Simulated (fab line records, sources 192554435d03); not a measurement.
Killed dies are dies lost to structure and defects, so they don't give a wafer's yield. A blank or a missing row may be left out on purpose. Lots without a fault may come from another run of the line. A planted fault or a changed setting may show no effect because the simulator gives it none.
Split-lot experiment | flow n5_finfet | 7 lots, 21 wafers read, on a route of 1938 steps

THE SPLIT
At N5_HKMG_FIN_COAT_06 (resist thk 90 nm), the setting spin_rpm was moved away from the recipe's 1500 rpm on 11 of the 21 wafers read, by -10.8% to +10.7%. The other wafers ran this setting at the recipe's value.

FROM THE SPLIT TO THE READING: what the file shows between them, 2 steps
- N5_HKMG_FIN_EXPOSE_09: exposes mask NWFM (also split here: dose_mj)
- N5_HKMG_FIN_PEB_10: peb time 60 s

THE READING
CAR-ArF_of_HKMG_FIN_COAT_06.thk_nm (the simulator's own value, which no gauge read), in nm, at N5_HKMG_FIN_DEVELOP_11 (develop time 30 s). The file gives no usual value for it. The 10 wafers here that ran the recipe average 88.4 nm, standard deviation 0.28 nm.

wafer  | tool, chamber at the split | spin_rpm as run, rpm | against the recipe | CAR-ArF_of_HKMG_FIN_COAT_06.thk_nm, nm | against lot-mates on the recipe
L077.1 | litho_track-03, 0          | 1550                 | +3.3%              | 87.4                                   | -1.6
L077.6 | litho_track-03, 0          | 1550                 | +3.3%              | 87.4                                   | -1.6
L077.5 | litho_track-03, 0          | 1500                 | recipe             | 89                                     | -
L079.1 | litho_track-03, 0          | 1500                 | recipe             | 88.4                                   | -
L079.4 | litho_track-03, 0          | 1500                 | recipe             | 88.4                                   | -
L079.3 | litho_track-03, 0          | 1500                 | recipe             | 88.6                                   | -
L082.1 | litho_track-05, 0          | 1660                 | +10.7%             | 83.8                                   | -4.4
L082.3 | litho_track-05, 0          | 1660                 | +10.7%             | 84.2                                   | -4.0
L082.6 | litho_track-05, 0          | 1500                 | recipe             | 88.2                                   | -
L083.1 | litho_track-03, 0          | 1655                 | +10.3%             | 83.8                                   | -4.2
L083.4 | litho_track-03, 0          | 1655                 | +10.3%             | 83.8                                   | -4.2
L083.5 | litho_track-03, 0          | 1500                 | recipe             | 88                                     | -
L086.1 | litho_track-05, 0          | 1399                 | -6.7%              | 91.8                                   | +3.0
L086.2 | litho_track-05, 0          | 1500                 | recipe             | 88.8                                   | -
L086.3 | litho_track-05, 0          | 1399                 | -6.7%              | 92                                     | +3.2
L091.1 | litho_track-05, 0          | 1500                 | recipe             | 88.4                                   | -
L091.5 | litho_track-05, 0          | 1500                 | recipe             | 88.4                                   | -
L091.2 | litho_track-05, 0          | 1338                 | -10.8%             | 93.6                                   | +5.2
L095.3 | litho_track-03, 0          | 1355                 | -9.7%              | 92.8                                   | +4.6
L095.4 | litho_track-03, 0          | 1500                 | recipe             | 88.2                                   | -
L095.5 | litho_track-03, 0          | 1355                 | -9.7%              | 93                                     | +4.8

THE FIT
A straight line over all 21 wafers: CAR-ArF_of_HKMG_FIN_COAT_06.thk_nm changes by -0.451 nm for each +1% of spin_rpm; r = -1.00; the points scatter about the line by 0.29 nm.
The same after taking each lot's own level away (the mean of its wafers on the recipe; 21 wafers): -0.439 nm for each +1%; r = -1.00; scatter 0.24 nm.
On that fit, the largest move of spin_rpm shifts the reading by 4.7 nm.
The lots' own levels span 88.00 to 89.00 nm, that is 3.6 times the standard deviation above.
So the lot-to-lot level changes the slope little: the two slopes agree.
Check: with one of the wafers moved furthest among these (-10.8%) left out of the fit, the line predicts +4.81 nm for it against its lot-mates. It came out at +5.2 nm against them.

OTHER SPLITS ON THESE WAFERS
These wafers also went through other splits before the reading. Each is held against what the fit with the lots' levels taken away leaves over:
other split on the same wafers     | wafers away from the commonest value | r with CAR-ArF_of_HKMG_FIN_COAT_06.thk_nm (lot level and that fit taken away)
N5_SD_EPI_N_PEB_07 peb_time_s      | 6                                    | +0.07
N5_SD_EPI_N_ETCH_45 target_depth_a | 8                                    | -0.14
N5_ILD0_ALD_15 ald_cycles          | 5                                    | +0.11
N5_SDB_COAT_03 spin_rpm            | 8                                    | +0.00
N5_HKMG_FIN_COAT_41 spin_rpm       | 9                                    | +0.13
N5_HKMG_FIN_EXPOSE_46 dose_mj      | 8                                    | +0.14
N5_HKMG_FIN_EXPOSE_09 dose_mj      | 9                                    | +0.29

THE WHOLE CHAIN: every reading that the file lists as answering this split, in the file's order
step                   | what it does      | reading                                                                             | change (the file's fit)               | r (the file's)
N5_HKMG_FIN_COAT_06    | resist thk 90 nm  | CAR-ArF_of_HKMG_FIN_COAT_06.thk_nm (the simulator's own value, which no gauge read) | -0.434 nm for each +1% of the setting | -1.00
N5_HKMG_FIN_DEVELOP_11 | develop time 30 s | CAR-ArF_of_HKMG_FIN_COAT_06.thk_nm (the simulator's own value, which no gauge read) | -0.443 nm for each +1% of the setting | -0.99

THE FILE'S OWN FIT
CAR-ArF_of_HKMG_FIN_COAT_06.thk_nm changes by -0.443 nm for each +1% of spin_rpm, r = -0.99.
